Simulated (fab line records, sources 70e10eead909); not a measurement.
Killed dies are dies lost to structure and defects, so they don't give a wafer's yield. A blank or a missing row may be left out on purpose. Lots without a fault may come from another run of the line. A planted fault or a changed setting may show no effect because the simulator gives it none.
Chamber matching | flow nand_harc | NHARC_A_CONTACT_DEP_29 on pecvd-01: 3 sister chambers
The step deposits SiON, target thk 100 nm. 3 wafers are shown with their chamber, then 9 later ones without.

WAFERS WITH THEIR CHAMBER
wafer  | chamber | heater_power_w (W)
L092.1 | 2       | 726
L092.2 | 0       | 673
L092.5 | 1       | 700

WAFERS WITHOUT THEIR CHAMBER
wafer  | heater_power_w (W)
L096.1 | 738
L096.4 | 821
L096.5 | 760
L097.1 | 676
L097.2 | 694
L097.3 | 701
L097.4 | 697
L097.5 | 685
L097.6 | 709

WHICH CHAMBER EACH WENT THROUGH
wafer  | from the rows above          | in truth
L096.1 | can't be placed: 2 or 1 or 0 | 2
L096.4 | can't be placed: 2 or 1 or 0 | 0
L096.5 | can't be placed: 2 or 1 or 0 | 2
L097.1 | can't be placed: 0 or 1 or 2 | 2
L097.2 | can't be placed: 1 or 0 or 2 | 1
L097.3 | can't be placed: 1 or 2 or 0 | 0
L097.4 | can't be placed: 1 or 0 or 2 | 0
L097.5 | can't be placed: 0 or 1 or 2 | 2
L097.6 | can't be placed: 1 or 2 or 0 | 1
Placed correctly: 0 of 9. Can't be placed from these rows: 9 (the true chamber is among the candidates in 9). Placed wrongly: 0.
How it was worked out, from the rows above alone: a wafer's distance from a chamber is the root of the sum, over the readings, of the square of ((its reading less the chamber's mean) divided by the reading's scatter). The wafer belongs to the nearest chamber; if the next one is less than 2 further off, it can't be placed. A chamber's mean is the mean of its shown wafers. The scatter: with one shown wafer a chamber, the root of the mean of the squares of how far each hidden wafer lies from its nearest shown one.
